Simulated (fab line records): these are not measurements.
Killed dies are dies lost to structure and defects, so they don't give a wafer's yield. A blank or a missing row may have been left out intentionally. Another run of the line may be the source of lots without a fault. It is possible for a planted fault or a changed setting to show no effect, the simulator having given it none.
Matching of chambers || flow n5 finfet || N5_BEOL_M9_CURE_71 on uv cure-01: 3 sister chambers
The step cures SiCOH lowk, time 240 s. 6 wafers are shown with their chamber, then 12 later ones without.

== WAFERS, EACH WITH ITS CHAMBER ==
{"wafer": "L080.4", "chamber": 1, "wafer_temp_C_max": 385.9, "lamp power pct (%)": 52.29}
{"wafer": "L080.5", "chamber": 1, "wafer_temp_C_max": 386.4, "lamp power pct (%)": 52.31}
{"wafer": "L089.4", "chamber": 2, "wafer_temp_C_max": 386.9, "lamp power pct (%)": 52.28}
{"wafer": "L089.6", "chamber": 2, "wafer_temp_C_max": 386.5, "lamp power pct (%)": 52.43}
{"wafer": "L087.4", "chamber": 0, "wafer_temp_C_max": 386.9, "lamp power pct (%)": 52.27}
{"wafer": "L087.5", "chamber": 0, "wafer_temp_C_max": 387.0, "lamp power pct (%)": 52.35}

== WAFERS WHOSE CHAMBER IS MISSING ==
{"wafer": "L092.2", "wafer_temp_C_max": 387.1, "lamp power pct (%)": 52.30}
{"wafer": "L092.4", "wafer_temp_C_max": 386.0, "lamp power pct (%)": 52.20}
{"wafer": "L092.6", "wafer_temp_C_max": 387.4, "lamp power pct (%)": 52.29}
{"wafer": "L094.1", "wafer_temp_C_max": 386.3, "lamp power pct (%)": 52.36}
{"wafer": "L094.2", "wafer_temp_C_max": 386.0, "lamp power pct (%)": 52.30}
{"wafer": "L094.4", "wafer_temp_C_max": 386.1, "lamp power pct (%)": 52.29}
{"wafer": "L095.4", "wafer_temp_C_max": 386.2, "lamp power pct (%)": 52.34}
{"wafer": "L095.5", "wafer_temp_C_max": 386.0, "lamp power pct (%)": 52.38}
{"wafer": "L095.6", "wafer_temp_C_max": 385.9, "lamp power pct (%)": 52.39}
{"wafer": "L096.1", "wafer_temp_C_max": 386.5, "lamp power pct (%)": 52.31}
{"wafer": "L096.3", "wafer_temp_C_max": 387.1, "lamp power pct (%)": 52.34}
{"wafer": "L096.5", "wafer_temp_C_max": 386.4, "lamp power pct (%)": 52.28}

== WHICH CHAMBER EACH WENT THROUGH ==
{"wafer": "L092.2", "from the rows above": "can't be placed: 0 or 2", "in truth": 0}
{"wafer": "L092.4", "from the rows above": "can't be placed: 1 or 2", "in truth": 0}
{"wafer": "L092.6", "from the rows above": "can't be placed: 0 or 2", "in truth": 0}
{"wafer": "L094.1", "from the rows above": "can't be placed: 1 or 2 or 0", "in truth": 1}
{"wafer": "L094.2", "from the rows above": 1, "in truth": 1}
{"wafer": "L094.4", "from the rows above": 1, "in truth": 1}
{"wafer": "L095.4", "from the rows above": "can't be placed: 1 or 2", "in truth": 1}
{"wafer": "L095.5", "from the rows above": "can't be placed: 1 or 2", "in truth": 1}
{"wafer": "L095.6", "from the rows above": "can't be placed: 1 or 2", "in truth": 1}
{"wafer": "L096.1", "from the rows above": "can't be placed: 2 or 1 or 0", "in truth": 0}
{"wafer": "L096.3", "from the rows above": "can't be placed: 0 or 2", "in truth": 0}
{"wafer": "L096.5", "from the rows above": "can't be placed: 1 or 2 or 0", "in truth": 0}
Correct placement for 2 of the 12. These rows do not allow placing 10 (true chamber among the candidates in 9). Placed wrongly: 0.
How it was worked out, from the rows above alone: a wafer's distance from a chamber is the root of the sum, over the readings, of the square of ((its reading less the chamber's mean) divided by the reading's scatter). If the next closest chamber is less than 2 further off than the closest, the wafer can't be placed; otherwise it belongs to the closest. A chamber's mean is the mean of its shown wafers. The scatter is the square root of a quotient: the sum, over the shown wafers, of each reading's squared deviation from its chamber's mean, divided by wafers minus chambers.
